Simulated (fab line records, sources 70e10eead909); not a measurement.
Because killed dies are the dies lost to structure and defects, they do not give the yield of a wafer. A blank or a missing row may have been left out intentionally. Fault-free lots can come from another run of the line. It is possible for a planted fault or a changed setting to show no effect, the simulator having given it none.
Chamber matching :: flow nand-harc :: NHARC_A_STAIRCASE_DESCUM_443 on rie-diel-04 has 4 sister chambers
The step chemistry O2, time 3 s. 4 wafers are shown with their chamber, then 8 later ones without.

## WAFERS PAIRED WITH THEIR CHAMBERS
wafer: L084.1
chamber: 2
drypump-motor-current-A (A): 5.52

wafer: L087.2
chamber: 3
drypump-motor-current-A (A): 5.25

wafer: L087.4
chamber: 1
drypump-motor-current-A (A): 5.77

wafer: L090.2
chamber: 0
drypump-motor-current-A (A): 6.02

## WAFERS MISSING THEIR CHAMBER
wafer: L090.4
drypump-motor-current-A (A): 5.53

wafer: L090.6
drypump-motor-current-A (A): 6.01

wafer: L090.1
drypump-motor-current-A (A): 5.24

wafer: L090.3
drypump-motor-current-A (A): 5.76

wafer: L090.5
drypump-motor-current-A (A): 5.76

wafer: L096.3
drypump-motor-current-A (A): 5.52

wafer: L096.4
drypump-motor-current-A (A): 6.00

wafer: L096.6
drypump-motor-current-A (A): 5.52

## WHICH CHAMBER EACH WENT THROUGH
wafer: L090.4
from the rows above: 2
in truth: 2

wafer: L090.6
from the rows above: 0
in truth: 0

wafer: L090.1
from the rows above: 3
in truth: 3

wafer: L090.3
from the rows above: 1
in truth: 1

wafer: L090.5
from the rows above: 1
in truth: 1

wafer: L096.3
from the rows above: 2
in truth: 2

wafer: L096.4
from the rows above: 0
in truth: 0

wafer: L096.6
from the rows above: 2
in truth: 2
Correctly placed: 8 of 8. Number that these rows cannot place: 0. Placed wrongly: 0.
How it was worked out, from the rows above alone: a wafer's distance from a chamber is the root of the sum, over the readings, of the square of ((its reading less the chamber's mean) divided by the reading's scatter). The wafer belongs to the nearest chamber; if the next one is less than 2 further off, it can't be placed. Each chamber's mean is taken over the wafers shown for it. The scatter (one wafer shown for each chamber): square how far every hidden wafer sits from the nearest shown wafer, average those squares and take the square root.
